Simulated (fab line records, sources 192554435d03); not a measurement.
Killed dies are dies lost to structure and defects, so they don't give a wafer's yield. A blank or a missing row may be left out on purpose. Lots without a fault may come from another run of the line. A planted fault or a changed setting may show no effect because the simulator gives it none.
Chamber matching | flow n5_finfet | N5_PMOS_HMC_CHANNEL_EPI_ETCH_38 on rie_si-06: 4 sister chambers
The step etches SiO2 in CF4, target depth 1.5 nm. 8 wafers are shown with their chamber, then 6 later ones without.

WAFERS WITH THEIR CHAMBER
wafer  | chamber | drypump_motor_current_A (A) | throttle_valve_pct (%)
L698.2 | 1       | 5.6                         | 21.58
L703.2 | 3       | 5.6                         | 21.72
L703.5 | 0       | 5.9                         | 21.58
L705.3 | 1       | 5.5                         | 21.58
L705.5 | 3       | 5.6                         | 21.73
L705.6 | 0       | 5.9                         | 21.59
L706.1 | 2       | 5.3                         | 21.73
L706.5 | 2       | 5.2                         | 21.73

WAFERS WITHOUT THEIR CHAMBER
wafer  | drypump_motor_current_A (A) | throttle_valve_pct (%)
L706.6 | 5.9                         | 21.57
L707.3 | 5.9                         | 21.57
L707.5 | 5.6                         | 21.56
L707.6 | 5.9                         | 21.56
L719.1 | 5.6                         | 21.74
L719.6 | 5.9                         | 21.60

WHICH CHAMBER EACH WENT THROUGH
wafer  | from the rows above | in truth
L706.6 | 0                   | 0
L707.3 | 0                   | 0
L707.5 | 1                   | 1
L707.6 | 0                   | 0
L719.1 | 3                   | 3
L719.6 | 0                   | 0
Placed correctly: 6 of 6. Can't be placed from these rows: 0. Placed wrongly: 0.
How it was worked out, from the rows above alone: a wafer's distance from a chamber is the root of the sum, over the readings, of the square of ((its reading less the chamber's mean) divided by the reading's scatter). The wafer belongs to the nearest chamber; if the next one is less than 2 further off, it can't be placed. A chamber's mean is the mean of its shown wafers. The scatter: the root of (the sum of the squares of (reading less its chamber's mean) over the shown wafers, divided by (wafers less chambers)).
